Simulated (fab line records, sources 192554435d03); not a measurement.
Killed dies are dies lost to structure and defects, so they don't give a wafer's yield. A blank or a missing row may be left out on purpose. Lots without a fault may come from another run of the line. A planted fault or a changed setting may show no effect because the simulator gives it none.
fab line records | flow n5_finfet
record lots=24 wafers=72 last_day=18
route steps=1938 shown BEOL_M1@835 BEOL_M2@843
lots that met no fault: from a run of the same line without faults
start_h: hours from the record's first day to the start of the lot's first wafer shown | wait_h: hours since the lot's step before | " the same as in the row above | L1.1+2: a row that stands for several wafers | - no value, or no start given | * or withheld: withheld | < > ~ a bound
route shown NAME@n: a module of which the file shows steps, and the number in the route of the first | usual: mean/standard deviation of fault-free wafers | same: alike in all rows | chamber/n: place in a boat | sites: the reading at each site | _std_site: their standard deviation | _edge_site: outer sites' mean less inner sites' | radius_mm: how far each site lies from the wafer's centre | mask NAME#n: copy n | behind: the tool/chamber that last shaped the wafer | hold: why the lot was held/for how many hours/how that ended | device: the transistor (n, p or np) that didn't switch | end of line: the same wafers' tests at the end of the route | a step without rows: its recipe alone | killed: dies lost to structure and defects at the first sort, not the wafer's yield | map: a wafer's dies, x killed, . not, _ none there
set.NAME: the setting as run; set.NAME@STEP: as run at that earlier step | model.NAME: the simulator's own value behind a step, which no gauge read
steps of the route over a sample of lots; a table a step, a row a wafer
services: from which hour (start_h, from the record's first day; less than 0 if before it) a tool's chamber was out of use, for how many hours, and why
## steps
# step N5_BEOL_M1_PRE_CLEAN_60
# recipe gas=NH3/H2 time_s=15 temp_c=* rf_power_w=300
# usual heater_power_w=84/19
# columns lot.wafer tool chamber start_h wait_h heater_power_w since_wet_clean_h
L074.2 cvd_co-01 2 129.83 0.0 81 430
L074.3 " 0 " " 82 -
L074.4 " 2 " " 84 -
L075.1 cvd_co-01 0 137.72 0.0 84 898
L075.4 " 2 " " 84 -
L075.6 " 1 " " 77 -
L077.2 cvd_co-01 0 141.34 0.0 82 901
L077.4 " 1 " " 78 -
L077.5 " 2 " " 81 -
L076.2 cvd_co-02 0 147.17 0.3 69 689
L076.3 " 2 " " 64 229
L076.5 " 2 " " 64 -
L078.2 cvd_co-01 0 156.32 0.0 84 916
L078.5 " 2 " " 84 -
L078.6 " 1 " " 79 -
L079.2 cvd_co-01 0 164.46 0.0 82 924
L079.4 " 2 " " 83 -
L079.6 " 1 " " 79 -
L081.3 cvd_co-02 0 174.63 0.0 70 716
L081.5 " 0 " " 68 -
L081.6 " 2 " " 64 -
L082.1 cvd_co-02 0 174.86 0.0 69 716
L082.2 " 2 " " 64 257
L082.3 " 1 " " 125 1154
L080.4 cvd_co-01 2 176.65 0.1 83 -
L080.5 " 0 " " 82 -
L080.6 " 1 " " 79 -
L083.1 cvd_co-01 2 186.89 0.1 83 488
L083.3 " 0 " " 83 947
L083.4 " 2 " " 84 -
L084.3 cvd_co-02 1 196.18 0.0 124 1175
L084.4 " 2 " " 65 -
L084.6 " 0 " " 69 -
L085.2 cvd_co-01 0 198.41 0.0 82 958
L085.4 " 2 " " 83 -
L085.6 " 1 " " 80 -
L086.1 cvd_co-01 1 202.33 0.0 80 66
L086.2 " 0 " " 82 962
L086.4 " 2 " " 82 -
L087.1 cvd_co-01 2 208.75 0.0 84 509
L087.3 " 1 " " 78 72
L087.6 " 1 " " 79 -
L088.2 cvd_co-01 0 214.41 0.0 83 974
L088.3 " 2 " " 83 515
L088.6 " 0 " " 83 -
L089.1 cvd_co-01 2 218.39 0.1 83 519
L089.2 " 0 " " 82 978
L089.3 " 1 " " 79 82
L090.1 cvd_co-02 0 232.38 0.0 70 774
L090.2 " 1 " " 131 1211
L090.3 " 2 " " 66 314
L092.4 cvd_co-02 2 236.54 0.1 66 -
L092.5 " 0 " " 69 -
L092.6 " 1 " " 124 -
L091.1 cvd_co-02 0 237.55 0.0 68 779
L091.2 " 2 " " 66 320
L091.6 " 1 " " 125 -
L093.1 cvd_co-02 2 239.38 0.0 64 321
L093.5 " 0 " " 69 -
L093.6 " 2 " " 66 -
L094.3 cvd_co-02 2 255.73 0.0 66 338
L094.4 " 1 " " 129 -
L094.6 " 0 " " 70 -
L095.2 cvd_co-01 2 266.70 0.0 85 567
L095.3 " 1 " " 79 130
L095.6 " 2 " " 85 -
L096.1 cvd_co-01 2 267.86 0.1 85 569
L096.4 " 0 " " 84 -
L096.6 " 1 " " 79 -
L097.1 cvd_co-02 1 279.49 0.0 128 1258
L097.2 " 0 " " 70 821
L097.4 " 1 " " 124 -
# step N5_BEOL_M2_PECVD_72
# recipe material=SiO2 target_thk_a=160 temp_c=400 precursor=TEOS/O2 pressure_torr=5.5 rf_w=450 teos_flow_sccm=53.8 gas=O2 flow_sccm=3000 time_s=18
# usual heater_power_w=696/60 showerhead_plenum_p_Torr=8.82/0.048 throttle_valve_pct=23.0/1.5
# columns lot.wafer tool chamber start_h wait_h heater_power_w showerhead_plenum_p_Torr since_wet_clean_h throttle_valve_pct
L074.2 pecvd-01 2 130.29 0.0 598 8.84 2103 25.4
L074.3 " 0 " " 740 8.87 653 21.8
L074.4 " 0 " " 728 8.88 - 21.8
L075.1 pecvd-02 0 138.11 0.0 625 8.81 1204 24.9
L075.4 " 2 " " 686 8.74 - 22.5
L075.6 " 0 " " 627 8.83 - 24.9
L077.2 pecvd-03 1 141.73 0.0 690 8.89 1571 21.7
L077.4 " 0 " " 799 8.75 - 22.4
L077.5 " 1 " " 688 8.89 - 21.8
L076.2 pecvd-02 0 147.56 0.0 622 8.80 1214 25.0
L076.3 " 1 " " 662 8.82 1939 22.0
L076.5 " 2 " " 719 8.76 - 22.6
L078.2 pecvd-03 1 156.71 0.0 768 8.88 1586 22.0
L078.5 " 1 " " 765 8.89 - 21.7
L078.6 " 2 " " 705 8.77 - 20.9
L079.2 pecvd-03 0 164.85 0.0 706 8.77 869 22.2
L079.4 " 2 " " 642 8.74 - 21.0
L079.6 " 1 " " 745 8.89 - 21.9
L081.3 pecvd-02 2 175.05 0.0 607 8.77 471 22.3
L081.5 " 1 " " 728 8.82 - 22.0
L081.6 " 0 " " 685 8.79 - 24.9
L082.1 pecvd-01 2 175.25 0.0 566 8.82 2148 24.9
L082.2 " 0 " " 759 8.88 698 21.7
L082.3 " 1 " " 724 8.86 1423 24.8
L080.4 pecvd-01 2 177.04 0.1 672 8.83 - 25.2
L080.5 " 0 " " 711 8.88 - 21.7
L080.6 " 1 " " 685 8.87 - 24.8
L083.1 pecvd-03 1 187.28 0.0 801 8.87 1616 21.9
L083.3 " 0 " " 776 8.77 891 22.5
L083.4 " 1 " " 789 8.89 - 22.1
L084.3 pecvd-01 2 196.59 0.0 656 8.80 2169 25.3
L084.4 " 1 " " 704 8.88 - 24.8
L084.6 " 2 " " 663 8.83 - 25.2
L085.2 pecvd-01 2 198.81 0.0 575 8.83 2171 25.4
L085.4 " 1 " " 732 8.81 - 25.0
L085.6 " 2 " " 561 8.83 - 25.5
L086.1 pecvd-03 1 202.73 0.0 718 8.86 1632 22.1
L086.2 " 0 " " 675 8.78 907 22.4
L086.4 " 2 " " 618 8.78 - 21.3
L087.1 pecvd-01 2 209.17 0.0 574 8.80 2182 25.2
L087.3 " 2 " " 544 8.85 - 25.1
L087.6 " 2 " " 579 8.85 - 25.6
L088.2 pecvd-02 2 214.80 0.0 713 8.74 511 22.8
L088.3 " 0 " " 693 8.81 1281 25.0
L088.6 " 1 " " 714 8.82 - 22.4
L089.1 pecvd-03 2 218.78 0.0 699 8.77 169 20.9
L089.2 " 0 " " 792 8.75 923 22.3
L089.3 " 1 " " 775 8.90 1648 21.8
L090.1 pecvd-01 0 232.80 0.0 763 8.88 755 22.2
L090.2 " 1 " " 648 8.86 1480 24.8
L090.3 " 0 " " 777 8.88 - 22.1
L092.4 pecvd-02 2 236.94 0.1 684 8.75 - 22.8
L092.5 " 1 " " 692 8.81 - 22.1
L092.6 " 0 " " 724 8.82 - 25.1
L091.1 pecvd-03 2 237.99 0.0 650 8.77 188 20.9
L091.2 " 1 " " 755 8.93 1667 21.8
L091.6 " 1 " " 755 8.92 - 22.0
L093.1 pecvd-01 0 239.77 0.0 723 8.88 762 22.1
L093.5 " 0 " " 733 8.87 - 21.9
L093.6 " 1 " " 713 8.84 - 24.6
L094.3 pecvd-01 1 256.12 0.0 675 8.84 1504 24.8
L094.4 " 2 " " 667 8.81 - 21.4
L094.6 " 0 " " 795 8.87 - 22.2
L095.2 pecvd-01 1 267.09 0.0 636 8.84 1515 24.9
L095.3 " 0 " " 727 8.88 790 21.9
L095.6 " 2 " " 677 8.82 - 21.7
L096.1 pecvd-01 0 268.25 0.0 773 8.88 791 21.8
L096.4 " 1 " " 599 8.86 - 25.0
L096.6 " 2 " " 661 8.82 - 21.8
L097.1 pecvd-02 0 279.88 0.0 725 8.80 1346 25.0
L097.2 " 1 " " 747 8.82 2071 22.0
L097.4 " 2 " " 711 8.76 - 22.3
# step N5_BEOL_M2_OVL_MEAS_12
# recipe points_per_wafer=522
# usual M2_OVL=-0.3/0.73
# columns lot.wafer tool chamber start_h wait_h M2_OVL[nm]
L074.2 overlay-01 0 131.43 0.0 -0.9
L074.3 " 0 " " -0.9
L074.4 " 0 " " -1.0
L075.1 overlay-02 0 139.07 0.0 -0.5
L075.4 " 0 " " -0.1
L075.6 " 0 " " -0.3
L077.2 overlay-01 0 146.05 0.0 -0.8
L077.4 " 0 " " -0.4
L077.5 " 0 " " -0.1
L076.2 overlay-01 0 149.83 0.0 -1.2
L076.3 " 0 " " -0.3
L076.5 " 0 " " 0.0
L078.2 overlay-01 0 157.68 0.0 -0.8
L078.5 " 0 " " -1.9
L078.6 " 0 " " -0.2
L079.2 overlay-02 0 166.35 0.0 -0.2
L079.4 " 0 " " 0.0
L079.6 " 0 " " 0.0
L081.3 overlay-01 0 177.74 0.0 -0.7
L081.5 " 0 " " -0.4
L081.6 " 0 " " 0.5
L082.1 overlay-02 0 177.90 0.0 -0.9
L082.2 " 0 " " -0.4
L082.3 " 0 " " -0.3
L080.4 overlay-02 0 177.96 0.0 -0.1
L080.5 " 0 " " -0.7
L080.6 " 0 " " -0.6
L083.1 overlay-02 0 191.81 0.0 -0.1
L083.3 " 0 " " 0.0
L083.4 " 0 " " -0.4
L084.3 overlay-01 0 198.08 0.0 0.8
L084.4 " 0 " " -1.2
L084.6 " 0 " " -1.1
L085.2 overlay-01 0 199.82 0.0 0.2
L085.4 " 0 " " 0.7
L085.6 " 0 " " 1.0
L086.1 overlay-02 0 205.28 0.0 -0.6
L086.2 " 0 " " 0.9
L086.4 " 0 " " 0.6
L087.1 overlay-01 0 210.74 0.0 0.1
L087.3 " 0 " " -0.4
L087.6 " 0 " " 0.8
L088.2 overlay-01 0 215.49 0.0 0.3
L088.3 " 0 " " 0.3
L088.6 " 0 " " 0.5
L089.1 overlay-02 0 220.07 0.0 0.4
L089.2 " 0 " " 0.4
L089.3 " 0 " " -1.6
L090.1 overlay-02 0 233.88 0.0 -0.8
L090.2 " 0 " " -1.1
L090.3 " 0 " " -0.4
L092.4 overlay-02 0 239.46 0.0 -1.9
L092.5 " 0 " " 0.1
L092.6 " 0 " " -1.4
L091.1 overlay-01 0 239.71 0.0 0.7
L091.2 " 0 " " 1.2
L091.6 " 0 " " 1.6
L093.1 overlay-01 0 240.86 0.0 -0.2
L093.5 " 0 " " -0.2
L093.6 " 0 " " 0.1
L094.3 overlay-01 0 257.35 0.0 -0.3
L094.4 " 0 " " -1.1
L094.6 " 0 " " -1.5
L095.2 overlay-01 0 267.88 0.0 -0.1
L095.3 " 0 " " 0.3
L095.6 " 0 " " -0.9
L096.1 overlay-01 0 269.00 0.0 -1.0
L096.4 " 0 " " -0.4
L096.6 " 0 " " -0.2
L097.1 overlay-02 0 280.37 0.0 0.4
L097.2 " 0 " " -0.1
L097.4 " 0 " " -0.5
# step N5_BEOL_M2_DESCUM_16
# recipe chemistry=O2 time_s=7 source_power_w=50 bias_power_w=20 pressure_mtorr=20 rf_frequency_hz=2.712e+07 temp_c=40 resist=CAR-EUV o2_flow_sccm=225
# usual drypump_motor_current_A=5.5/0.47 oes_product_au=0.80/0.089 rf_vpp_V=243.0/1.5 showerhead_plenum_p_Torr=2.08/0.064 temp_c=39.99/0.1 throttle_valve_pct=20.40/0.27
# columns lot.wafer tool chamber start_h wait_h drypump_motor_current_A oes_product_au rf_hours_counter_h rf_vpp_V showerhead_plenum_p_Torr temp_c throttle_valve_pct
L074.2 rie_diel-03 2 131.51 0.0 5.9 0.71 201 241.8 2.09 39.98 20.49
L074.3 " 3 " " 5.2 0.75 127 242.3 2.17 39.91 20.26
L074.4 " 2 " " 5.9 0.72 - 242.9 2.09 39.83 20.47
L075.1 rie_diel-04 2 139.17 0.0 5.1 0.70 250 244.3 2.07 40.02 20.60
L075.4 " 0 " " 5.0 0.68 241 240.7 2.04 39.98 20.50
L075.6 " 3 " " 6.2 0.69 - 242.9 2.06 40.03 20.52
L077.2 rie_diel-03 2 146.40 0.3 5.9 0.72 207 242.1 2.08 39.91 20.48
L077.4 " 0 " " 6.1 0.91 22 242.4 2.06 40.12 20.71
L077.5 " 3 " " 5.2 0.75 - 244.6 2.17 40.04 20.27
L076.2 rie_diel-04 3 150.05 0.2 6.2 0.69 252 242.6 2.06 39.87 20.53
L076.3 " 1 " " 6.0 0.75 185 245.0 2.17 40.08 20.82
L076.5 " 0 " " 5.0 0.69 - 242.1 2.04 39.92 20.53
L078.2 rie_diel-03 1 157.77 0.0 5.3 0.82 63 241.1 2.06 39.98 20.27
L078.5 " 1 " " 5.3 0.82 - 242.2 2.06 39.94 20.27
L078.6 " 0 " " 6.1 0.90 - 243.0 2.06 40.07 20.72
L079.2 rie_diel-03 1 166.75 0.3 5.4 0.83 68 242.7 2.06 40.04 20.29
L079.4 " 1 " " 5.3 0.82 - 241.5 2.06 40.12 20.28
L079.6 " 3 " " 5.2 0.74 - 246.0 2.16 39.99 20.28
L081.3 rie_diel-03 2 177.82 0.0 5.9 0.70 221 244.1 2.08 40.19 20.49
L081.5 " 1 " " 5.3 0.83 - 243.1 2.05 39.96 20.27
L081.6 " 3 " " 5.2 0.74 - 243.2 2.16 39.95 20.29
L082.1 rie_diel-02 2 177.99 0.0 5.1 0.85 60 242.6 2.04 40.02 20.30
L082.2 " 3 " " 5.3 0.91 30 245.6 2.23 40.08 20.29
L082.3 " 0 " " 5.1 0.70 218 240.2 1.97 40.24 20.83
L080.4 rie_diel-03 2 178.07 0.1 5.8 0.70 - 243.2 2.08 39.85 20.51
L080.5 " 3 " " 5.1 0.74 - 243.8 2.16 40.13 20.29
L080.6 " 1 " " 5.3 0.83 - 241.2 2.05 40.01 20.27
L083.1 rie_diel-02 3 191.90 0.0 5.3 0.90 34 246.1 2.23 39.91 20.30
L083.3 " 0 " " 5.1 0.70 223 243.0 1.97 39.97 20.86
L083.4 " 1 " " 6.4 1.00 2 243.0 2.05 39.86 19.80
L084.3 rie_diel-03 1 198.16 0.0 5.3 0.81 83 242.2 2.05 39.90 20.30
L084.4 " 0 " " 6.1 0.90 30 242.1 2.06 40.02 20.72
L084.6 " 2 " " 5.9 0.70 - 243.5 2.08 39.83 20.52
L085.2 rie_diel-03 1 199.94 0.1 5.3 0.82 84 242.5 2.05 40.01 20.31
L085.4 " 0 " " 6.1 0.89 31 243.0 2.06 40.05 20.71
L085.6 " 2 " " 5.8 0.69 - 241.7 2.08 40.03 20.53
L086.1 rie_diel-02 2 205.37 0.0 5.1 0.84 70 242.1 2.04 39.83 20.33
L086.2 " 0 " " 5.1 0.70 228 242.1 1.97 40.12 20.84
L086.4 " 3 " " 5.3 0.90 40 245.9 2.23 40.05 20.31
L087.1 rie_diel-02 2 210.89 0.1 5.1 0.84 72 244.3 2.04 40.00 20.34
L087.3 " 3 " " 5.3 0.90 42 245.7 2.23 39.85 20.33
L087.6 " 0 " " 5.1 0.69 - 241.6 1.97 40.05 20.84
L088.2 rie_diel-02 0 215.57 0.0 5.1 0.70 232 240.2 1.97 39.75 20.85
L088.3 " 1 " " 6.4 0.96 12 241.7 2.05 39.79 19.83
L088.6 " 0 " " 5.1 0.70 - 240.5 1.97 39.87 20.87
L089.1 rie_diel-04 0 220.16 0.0 5.0 0.96 5 241.5 2.04 39.85 20.18
L089.2 " 3 " " 6.1 0.89 16 242.8 2.05 39.98 20.12
L089.3 " 2 " " 5.1 0.90 26 243.3 2.06 39.96 20.33
L090.1 rie_diel-02 2 234.09 0.2 5.1 0.83 80 244.0 2.04 40.06 20.36
L090.2 " 3 " " 5.3 0.88 50 244.4 2.22 40.07 20.34
L090.3 " 0 " " 5.1 0.68 239 241.3 1.96 39.93 20.87
L092.4 rie_diel-03 2 239.54 0.0 5.9 0.68 246 242.8 2.07 40.03 20.54
L092.5 " 2 " " 5.9 0.69 - 242.6 2.07 39.93 20.53
L092.6 " 1 " " 5.3 0.80 - 242.5 2.05 39.91 20.30
L091.1 rie_diel-03 3 239.85 0.1 5.2 0.71 172 245.2 2.15 39.90 20.33
L091.2 " 1 " " 5.3 0.79 95 241.9 2.05 40.00 20.30
L091.6 " 3 " " 5.2 0.71 - 245.3 2.15 40.12 20.33
L093.1 rie_diel-04 1 241.24 0.3 6.0 0.71 225 243.9 2.15 40.15 20.88
L093.5 " 2 " " 5.1 0.89 - 242.3 2.06 39.94 20.35
L093.6 " 3 " " 6.2 0.88 - 243.9 2.05 40.08 20.10
L094.3 rie_diel-03 1 257.76 0.4 5.3 0.79 102 239.9 2.04 40.02 20.34
L094.4 " 1 " " 5.3 0.79 - 242.1 2.04 40.23 20.34
L094.6 " 3 " " 5.2 0.71 - 246.4 2.15 39.89 20.34
L095.2 rie_diel-03 1 267.96 0.0 5.3 0.79 106 241.1 2.04 39.92 20.34
L095.3 " 0 " " 6.1 0.85 56 241.9 2.05 40.03 20.76
L095.6 " 0 " " 6.1 0.85 - 242.8 2.05 40.18 20.77
L096.1 rie_diel-02 2 269.13 0.1 5.1 0.81 92 241.5 2.03 40.00 20.38
L096.4 " 1 " " 6.4 0.89 - 240.7 2.04 39.95 19.85
L096.6 " 3 " " 5.3 0.87 - 244.9 2.22 40.09 20.34
L097.1 rie_diel-02 1 280.73 0.3 6.4 0.89 37 242.4 2.04 39.94 19.87
L097.2 " 2 " " 5.1 0.80 98 242.4 2.03 40.04 20.38
L097.4 " 2 " " 5.2 0.81 - 241.7 2.03 40.03 20.37
# step N5_BEOL_M2_ETCH_64
# recipe chemistry=N2/H2 target=SOC target_depth_a=750 overetch_a=225 mask_material=SiARC temp_c=40 time_s=121.9 ion_energy_ev=200 pressure_mtorr=30 source_w=840 bias_w=150 n2_flow_sccm=200 h2_flow_sccm=200
# usual bias_w=150.1/0.49 drypump_motor_current_A=5.6/0.47 oes_product_au=0.61/0.062 rf_vpp_V=523.4/2.6 showerhead_plenum_p_Torr=2.53/0.084 temp_c=39.98/0.11 throttle_valve_pct=17.8/0.31
# columns lot.wafer tool chamber start_h wait_h bias_w drypump_motor_current_A oes_product_au rf_hours_counter_h rf_vpp_V showerhead_plenum_p_Torr temp_c throttle_valve_pct
L074.2 rie_diel-03 2 131.59 0.0 149.1 5.9 0.55 201 522.1 2.53 39.84 17.9
L074.3 " 3 " " 150.1 5.2 0.57 127 527.3 2.67 40.01 17.9
L074.4 " 2 " " 149.2 5.8 0.54 - 522.5 2.52 39.85 17.9
L075.1 rie_diel-04 2 139.25 0.0 149.3 5.1 0.54 250 523.1 2.50 40.08 17.9
L075.4 " 0 " " 150.5 5.0 0.53 241 521.6 2.53 39.98 18.3
L075.6 " 3 " " 149.6 6.1 0.53 - 522.8 2.50 40.05 17.8
L077.2 rie_diel-03 2 146.48 0.0 149.8 5.8 0.55 207 523.6 2.52 39.99 17.9
L077.4 " 0 " " 149.9 6.1 0.68 22 522.4 2.49 40.04 18.0
L077.5 " 3 " " 150.1 5.1 0.58 - 527.2 2.67 40.06 17.9
L076.2 rie_diel-04 3 150.13 0.0 150.3 6.1 0.53 252 523.9 2.50 40.07 17.8
L076.3 " 1 " " 149.3 6.0 0.56 185 526.3 2.63 39.94 18.2
L076.5 " 0 " " 150.0 5.0 0.53 - 523.1 2.53 40.07 18.3
L078.2 rie_diel-03 1 157.85 0.0 150.4 5.3 0.64 63 521.2 2.47 40.02 17.4
L078.5 " 1 " " 150.4 5.3 0.65 - 521.1 2.47 39.93 17.4
L078.6 " 0 " " 149.6 6.1 0.67 - 522.2 2.49 39.94 18.0
L079.2 rie_diel-03 1 166.83 0.0 149.9 5.3 0.63 68 523.0 2.46 39.99 17.4
L079.4 " 1 " " 149.9 5.3 0.64 - 521.2 2.46 39.85 17.4
L079.6 " 3 " " 150.4 5.2 0.57 - 527.2 2.67 39.90 17.9
L081.3 rie_diel-03 2 177.90 0.0 149.8 5.9 0.54 221 523.1 2.52 39.86 18.0
L081.5 " 1 " " 149.8 5.3 0.63 - 521.0 2.46 40.02 17.4
L081.6 " 3 " " 148.9 5.2 0.57 - 528.3 2.66 39.81 17.9
L082.1 rie_diel-02 2 178.07 0.0 150.1 5.1 0.64 60 521.4 2.49 40.10 17.8
L082.2 " 3 " " 150.9 5.3 0.68 30 528.2 2.69 39.83 17.5
L082.3 " 0 " " 150.9 5.1 0.54 218 519.7 2.40 40.06 18.2
L080.4 rie_diel-03 2 178.19 0.1 150.5 5.9 0.55 - 522.6 2.52 39.95 17.9
L080.5 " 3 " " 150.3 5.2 0.57 - 527.9 2.66 40.16 17.9
L080.6 " 1 " " 149.7 5.3 0.63 - 521.4 2.46 39.94 17.4
L083.1 rie_diel-02 3 191.98 0.0 149.6 5.3 0.69 34 527.4 2.69 40.01 17.5
L083.3 " 0 " " 150.2 5.1 0.54 223 521.1 2.40 40.00 18.2
L083.4 " 1 " " 150.4 6.4 0.74 2 523.9 2.50 40.01 17.2
L084.3 rie_diel-03 1 198.24 0.0 149.2 5.3 0.62 83 522.6 2.46 39.96 17.5
L084.4 " 0 " " 149.6 6.1 0.67 30 522.6 2.49 40.05 18.0
L084.6 " 2 " " 150.8 5.8 0.53 - 522.6 2.51 39.94 18.0
L085.2 rie_diel-03 1 200.02 0.0 150.4 5.3 0.62 84 520.5 2.46 39.74 17.4
L085.4 " 0 " " 149.7 6.1 0.67 31 522.6 2.49 40.00 18.0
L085.6 " 2 " " 150.4 5.8 0.53 - 524.3 2.51 39.92 18.0
L086.1 rie_diel-02 2 205.45 0.0 150.2 5.1 0.63 70 521.6 2.48 39.85 17.8
L086.2 " 0 " " 149.8 5.1 0.53 228 519.6 2.40 39.95 18.2
L086.4 " 3 " " 150.2 5.3 0.68 40 527.9 2.68 39.85 17.5
L087.1 rie_diel-02 2 210.97 0.0 150.4 5.1 0.62 72 522.2 2.48 40.05 17.8
L087.3 " 3 " " 150.5 5.3 0.67 42 527.5 2.68 40.19 17.5
L087.6 " 0 " " 150.8 5.1 0.54 - 518.7 2.40 40.09 18.2
L088.2 rie_diel-02 0 215.65 0.0 150.8 5.1 0.53 232 519.7 2.40 39.94 18.2
L088.3 " 1 " " 150.1 6.4 0.71 12 522.9 2.49 40.28 17.2
L088.6 " 0 " " 150.7 5.1 0.53 - 519.1 2.40 39.83 18.2
L089.1 rie_diel-04 0 220.24 0.0 150.3 5.0 0.71 5 522.0 2.52 39.79 17.9
L089.2 " 3 " " 149.9 6.2 0.69 16 522.3 2.49 40.07 17.4
L089.3 " 2 " " 148.9 5.1 0.68 26 523.0 2.49 40.00 17.6
L090.1 rie_diel-02 2 234.17 0.0 149.9 5.1 0.62 80 521.7 2.48 39.87 17.8
L090.2 " 3 " " 150.1 5.3 0.67 50 528.9 2.68 40.03 17.5
L090.3 " 0 " " 149.6 5.1 0.53 239 519.6 2.39 39.93 18.2
L092.4 rie_diel-03 2 239.62 0.0 149.7 5.9 0.53 246 523.2 2.51 40.05 18.0
L092.5 " 2 " " 150.4 5.9 0.53 - 522.1 2.51 40.07 18.0
L092.6 " 1 " " 149.8 5.3 0.62 - 520.7 2.45 39.88 17.4
L091.1 rie_diel-03 3 239.93 0.0 150.1 5.2 0.55 172 527.7 2.65 40.11 17.9
L091.2 " 1 " " 150.1 5.3 0.61 95 521.6 2.45 40.00 17.5
L091.6 " 3 " " 149.9 5.1 0.55 - 526.8 2.65 39.91 17.9
L093.1 rie_diel-04 1 241.31 0.0 149.6 6.0 0.55 225 526.9 2.61 40.12 18.3
L093.5 " 2 " " 149.8 5.1 0.67 - 522.7 2.49 40.04 17.6
L093.6 " 3 " " 149.5 6.2 0.67 - 520.0 2.49 40.11 17.4
L094.3 rie_diel-03 1 257.84 0.0 150.1 5.3 0.61 102 522.1 2.45 39.77 17.5
L094.4 " 1 " " 149.7 5.4 0.61 - 520.6 2.45 39.85 17.5
L094.6 " 3 " " 149.8 5.2 0.55 - 526.9 2.65 39.83 18.0
L095.2 rie_diel-03 1 268.04 0.0 150.3 5.3 0.61 106 520.7 2.45 39.98 17.5
L095.3 " 0 " " 150.0 6.1 0.64 56 522.2 2.48 40.18 18.0
L095.6 " 0 " " 150.5 6.1 0.64 - 520.8 2.48 40.07 18.0
L096.1 rie_diel-02 2 269.21 0.0 150.3 5.1 0.62 92 521.7 2.48 39.94 17.8
L096.4 " 1 " " 149.4 6.4 0.67 - 522.9 2.48 40.16 17.2
L096.6 " 3 " " 150.0 5.3 0.66 - 527.8 2.67 40.05 17.5
L097.1 rie_diel-02 1 280.85 0.0 149.6 6.4 0.67 37 522.7 2.48 39.87 17.2
L097.2 " 2 " " 149.9 5.1 0.61 98 522.5 2.47 40.01 17.8
L097.4 " 2 " " 150.1 5.1 0.61 - 521.6 2.47 39.96 17.8
# step N5_BEOL_M2_CD_MEAS_28
# recipe target_cd_nm=26.2 landing_energy_ev=500 detector=se_inlens target_cd_y_nm=24.1 polarity=opening
# usual cd_nm=26.13/0.23
# columns lot.wafer tool chamber start_h wait_h cd_nm
L074.2 cd_sem-01 0 132.27 - 26.03
L074.3 " 0 " " 25.92
L074.4 " 0 " " 26.06
L075.1 cd_sem-03 0 139.93 - 26.13
L075.4 " 0 " " 26.31
L075.6 " 0 " " 26.16
L077.2 cd_sem-01 0 147.16 - 26.16
L077.4 " 0 " " 26.01
L077.5 " 0 " " 26.42
L076.2 cd_sem-01 0 150.84 - 26.19
L076.3 " 0 " " 25.73
L076.5 " 0 " " 26.14
L078.2 cd_sem-03 0 158.53 - 26.19
L078.5 " 0 " " 25.61
L078.6 " 0 " " 25.99
L079.2 cd_sem-03 0 167.64 - 26.23
L079.4 " 0 " " 26.00
L079.6 " 0 " " 25.90
L081.3 cd_sem-03 0 178.74 - 26.02
L081.5 " 0 " " 25.83
L081.6 " 0 " " 26.03
L082.1 cd_sem-03 0 178.92 - 26.10
L082.2 " 0 " " 25.75
L082.3 " 0 " " 26.33
L080.4 cd_sem-02 0 178.98 - 25.65
L080.5 " 0 " " 25.81
L080.6 " 0 " " 26.21
L083.1 cd_sem-02 0 193.36 - 26.19
L083.3 " 0 " " 25.64
L083.4 " 0 " " 26.06
L084.3 cd_sem-01 0 198.94 - 26.43
L084.4 " 0 " " 26.35
L084.6 " 0 " " 26.03
L085.2 cd_sem-03 0 200.82 - 25.85
L085.4 " 0 " " 26.16
L085.6 " 0 " " 26.18
L086.1 cd_sem-03 0 206.25 - 25.89
L086.2 " 0 " " 26.49
L086.4 " 0 " " 26.22
L087.1 cd_sem-01 0 211.93 - 25.86
L087.3 " 0 " " 25.90
L087.6 " 0 " " 26.24
L088.2 cd_sem-03 0 216.45 - 26.19
L088.3 " 0 " " 26.50
L088.6 " 0 " " 26.39
L089.1 cd_sem-02 0 220.91 - 25.94
L089.2 " 0 " " 25.70
L089.3 " 0 " " 26.28
L090.1 cd_sem-01 0 234.97 - 26.38
L090.2 " 0 " " 26.29
L090.3 " 0 " " 26.59
L092.4 cd_sem-03 0 240.49 - 25.98
L092.5 " 0 " " 26.56
L092.6 " 0 " " 26.09
L091.1 cd_sem-02 0 240.71 - 26.20
L091.2 " 0 " " 26.43
L091.6 " 0 " " 26.18
L093.1 cd_sem-02 0 242.25 - 26.21
L093.5 " 0 " " 26.22
L093.6 " 0 " " 26.29
L094.3 cd_sem-01 0 258.69 - 26.39
L094.4 " 0 " " 26.57
L094.6 " 0 " " 26.33
L095.2 cd_sem-01 0 268.72 - 25.95
L095.3 " 0 " " 26.40
L095.6 " 0 " " 26.63
L096.1 cd_sem-03 0 269.91 - 26.09
L096.4 " 0 " " 26.28
L096.6 " 0 " " 26.19
L097.1 cd_sem-02 0 281.74 - 26.07
L097.2 " 0 " " 26.23
L097.4 " 0 " " 26.34
## services
# columns tool chamber start_h hours kind
pecvd-02 2 120.62 4.6 repair
cvd_co-02 - 125.00 0.2 repair
rie_diel-03 1 129.58 13.2 repair
pecvd-03 - 157.40 0.8 pm
rie_diel-02 1 166.72 - clean
rie_diel-02 1 166.72 - consumable_replace:focus_ring
rie_diel-02 1 166.72 15.5 scheduled_down
rie_diel-02 1 166.72 15.5 vent_cycle
cvd_co-01 - 174.11 0.4 repair
pecvd-03 - 174.99 5.5 repair
pecvd-01 - 180.37 0.9 repair
pecvd-01 2 190.80 4.7 repair
cvd_co-02 0 201.54 3.7 repair
rie_diel-03 1 204.96 8.0 repair
pecvd-01 0 207.72 6.4 repair
rie_diel-03 0 222.41 3.9 repair
pecvd-02 - 233.00 0.7 repair
rie_diel-04 0 244.97 22.3 repair
rie_diel-03 2 251.38 - clean
rie_diel-03 2 251.38 - consumable_replace:focus_ring
rie_diel-02 0 267.08 - clean
rie_diel-02 0 267.08 - consumable_replace:focus_ring
rie_diel-02 0 267.08 - consumable_replace:showerhead
rie_diel-02 3 277.74 6.1 repair
## key
fault none
